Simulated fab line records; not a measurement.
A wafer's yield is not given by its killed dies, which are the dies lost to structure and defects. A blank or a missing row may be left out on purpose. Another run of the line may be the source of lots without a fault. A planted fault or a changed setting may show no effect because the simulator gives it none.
Chamber matching || flow n5 finfet || N5_MOL_CONTACT_COAG_CO_FILL_22 on cvd co-01 has 3 sister chambers
The step material Co, precursor CCTBA/H2, target thk 20 nm. 17 wafers are shown with their chamber, then 8 later ones without.

WAFERS, EACH WITH ITS CHAMBER
{"wafer": "L960.1", "chamber": 0, "heater power w (W)": 239}
{"wafer": "L960.2", "chamber": 2, "heater power w (W)": 218}
{"wafer": "L960.6", "chamber": 2, "heater power w (W)": 220}
{"wafer": "L961.3", "chamber": 1, "heater power w (W)": 241}
{"wafer": "L961.4", "chamber": 2, "heater power w (W)": 228}
{"wafer": "L961.5", "chamber": 0, "heater power w (W)": 237}
{"wafer": "L963.1", "chamber": 1, "heater power w (W)": 232}
{"wafer": "L963.6", "chamber": 0, "heater power w (W)": 251}
{"wafer": "L965.1", "chamber": 2, "heater power w (W)": 231}
{"wafer": "L965.6", "chamber": 1, "heater power w (W)": 233}
{"wafer": "L975.4", "chamber": 1, "heater power w (W)": 234}
{"wafer": "L975.5", "chamber": 2, "heater power w (W)": 225}
{"wafer": "L975.6", "chamber": 0, "heater power w (W)": 235}
{"wafer": "L977.1", "chamber": 1, "heater power w (W)": 234}
{"wafer": "L977.2", "chamber": 2, "heater power w (W)": 231}
{"wafer": "L977.5", "chamber": 0, "heater power w (W)": 248}
{"wafer": "L978.1", "chamber": 0, "heater power w (W)": 245}

SIGNATURES, as means of the wafers listed above
{"reading": "heater power w", "chamber 0": 242.50, "chamber 1": 234.80, "chamber 2": 225.50, "scatter within a chamber": 5.42}
Rule: for each reading, subtract the chamber's mean from the wafer's reading, divide by that reading's scatter and square the result; add these up over the readings and take the root, which gives the wafer's distance from the chamber. The wafer belongs to the nearest chamber; if the next one is less than 2 further off, it can't be placed. The scatter: take each reading less its chamber's mean, square it, sum over the shown wafers, divide by the number of wafers less the number of chambers, and take the root.

WAFERS WITHOUT THEIR CHAMBER
{"wafer": "L978.3", "heater power w (W)": 235}
{"wafer": "L978.5", "heater power w (W)": 239}
{"wafer": "L980.3", "heater power w (W)": 245}
{"wafer": "L980.5", "heater power w (W)": 228}
{"wafer": "L980.6", "heater power w (W)": 247}
{"wafer": "L981.2", "heater power w (W)": 236}
{"wafer": "L981.3", "heater power w (W)": 230}
{"wafer": "L981.5", "heater power w (W)": 229}

THE CHAMBER EACH PASSED THROUGH
{"wafer": "L978.3", "from the rows above": "can't be placed: 1 or 0 or 2", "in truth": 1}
{"wafer": "L978.5", "from the rows above": "can't be placed: 0 or 1 or 2", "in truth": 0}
{"wafer": "L980.3", "from the rows above": "can't be placed: 0 or 1", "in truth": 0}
{"wafer": "L980.5", "from the rows above": "can't be placed: 2 or 1", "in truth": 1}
{"wafer": "L980.6", "from the rows above": "can't be placed: 0 or 1", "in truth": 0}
{"wafer": "L981.2", "from the rows above": "can't be placed: 1 or 0 or 2", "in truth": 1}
{"wafer": "L981.3", "from the rows above": "can't be placed: 2 or 1 or 0", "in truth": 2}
{"wafer": "L981.5", "from the rows above": "can't be placed: 2 or 1 or 0", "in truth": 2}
0 of 8 placed correctly. Not placeable from these rows: 8 (in 8, the candidates include the true chamber). Wrongly placed: 0.
